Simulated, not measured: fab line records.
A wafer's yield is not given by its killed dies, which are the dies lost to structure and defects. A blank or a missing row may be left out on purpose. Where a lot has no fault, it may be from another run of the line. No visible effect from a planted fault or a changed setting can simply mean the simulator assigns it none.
Split-lot study	flow n5Finfet	route with 1938 steps; 7 lots, 21 wafers read

## THE SPLIT ITSELF
At N5_BEOL_M15_COAT_22 (resist thk 800 nm), the setting spinRpm was moved away from the recipe's 1704 rpm on 8 of the 21 wafers read, by -11.2% to +5.7%. This setting was run at the recipe's value on the other wafers.

## FROM THE SPLIT TO THE READING: what the file shows between them, 4 steps
- N5_BEOL_M15_EBR_24
- N5_BEOL_M15_SOFTBAKE_23: time 60 s
- N5_BEOL_M15_DESCUM_33: chemistry O2, time 7.9 s
- N5_BEOL_M15_ETCH_61: etches BARC in N2/H2, target depth 89 nm, overetch 26.7 nm, time 67.9 s

## THE READING
coat_of_BEOL_M15_COAT_22.thkNm (the simulator's own value, which no gauge read), in nm, at N5_BEOL_M15_TRENCH_ETCH_34 (etches SiO2 in C4F8/O2/Ar, target depth 872.93 nm, time 199 s). The file does not state a usual value for it. Average 547.8 nm, standard deviation 4.5 nm, over the 13 wafers here run with the recipe.

wafer	tool, chamber at the split	spinRpm as run, rpm	against the recipe	coat_of_BEOL_M15_COAT_22.thkNm, nm	against lot-mates on the recipe
L086.1	lithoTrack-02, 0	1704	recipe	546	-
L086.2	lithoTrack-02, 0	1513	-11.2%	608	+60.9
L086.3	lithoTrack-02, 0	1704	recipe	548.2	-
L088.1	lithoTrack-02, 0	1704	recipe	553	-
L088.2	lithoTrack-02, 0	1704	recipe	557.4	-
L088.3	lithoTrack-02, 0	1704	recipe	550.2	-
L089.2	lithoTrack-04, 0	1801	+5.7%	514.6	-28.8
L089.4	lithoTrack-04, 0	1704	recipe	543.4	-
L089.5	lithoTrack-04, 0	1801	+5.7%	514.2	-29.2
L090.1	lithoTrack-02, 0	1602	-6.0%	577.8	+25.4
L090.3	lithoTrack-02, 0	1602	-6.0%	560.8	+8.4
L090.5	lithoTrack-02, 0	1704	recipe	552.4	-
L092.1	lithoTrack-01, 0	1704	recipe	545.4	-
L092.2	lithoTrack-01, 0	1704	recipe	544	-
L092.5	lithoTrack-01, 0	1704	recipe	547.8	-
L093.2	lithoTrack-01, 0	1704	recipe	543	-
L093.4	lithoTrack-01, 0	1704	recipe	550	-
L093.5	lithoTrack-01, 0	1550	-9.0%	587.6	+41.1
L097.1	lithoTrack-01, 0	1607	-5.7%	569.8	+29.0
L097.3	lithoTrack-01, 0	1704	recipe	540.8	-
L097.4	lithoTrack-01, 0	1607	-5.7%	560.6	+19.8

FIT RESULTS
A straight line over all 21 wafers: coat_of_BEOL_M15_COAT_22.thkNm changes by -4.73 nm for each +1% of spinRpm; r = -0.95; the points scatter about the line by 6.5 nm.
The same after taking each lot's own level away (the mean of its wafers on the recipe; 21 wafers): -4.65 nm for each +1%; r = -0.97; scatter 5.4 nm.
Per that fit: largest spinRpm move, reading shift of 52 nm.
Across the lots, their own levels run from 540.80 to 553.53 nm, a range of 2.8 times the standard deviation given above.
Hence the lot-to-lot level has little effect on the slope; both slopes agree.
Check: for one of the wafers moved furthest among these (-11.2%), held out of the fit, the line's prediction against its lot-mates is +46.6 nm. It came out at +60.9 nm against them.

## THE WHOLE CHAIN: every reading that the file lists as answering this split, in the file's order
step	what it does	reading	change (the file's fit)	r (the file's)
N5_BEOL_M15_COAT_22	resist thk 800 nm	coat_of_BEOL_M15_COAT_22.thkNm (the simulator's own value, which no gauge read)	-4.38 nm for each +1% of the setting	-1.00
N5_BEOL_M15_ETCH_61	etches BARC in N2/H2, target depth 89 nm, overetch 26.7 nm, time 67.9 s	coat_of_BEOL_M15_COAT_22.thkNm (the simulator's own value, which no gauge read)	-4.35 nm for each +1% of the setting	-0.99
N5_BEOL_M15_TRENCH_ETCH_34	etches SiO2 in C4F8/O2/Ar, target depth 872.93 nm, time 199 s	coat_of_BEOL_M15_COAT_22.thkNm (the simulator's own value, which no gauge read)	-4.74 nm for each +1% of the setting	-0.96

## THE FILE'S OWN FIT
coat_of_BEOL_M15_COAT_22.thkNm changes by -4.74 nm for each +1% of spinRpm, r = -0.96.
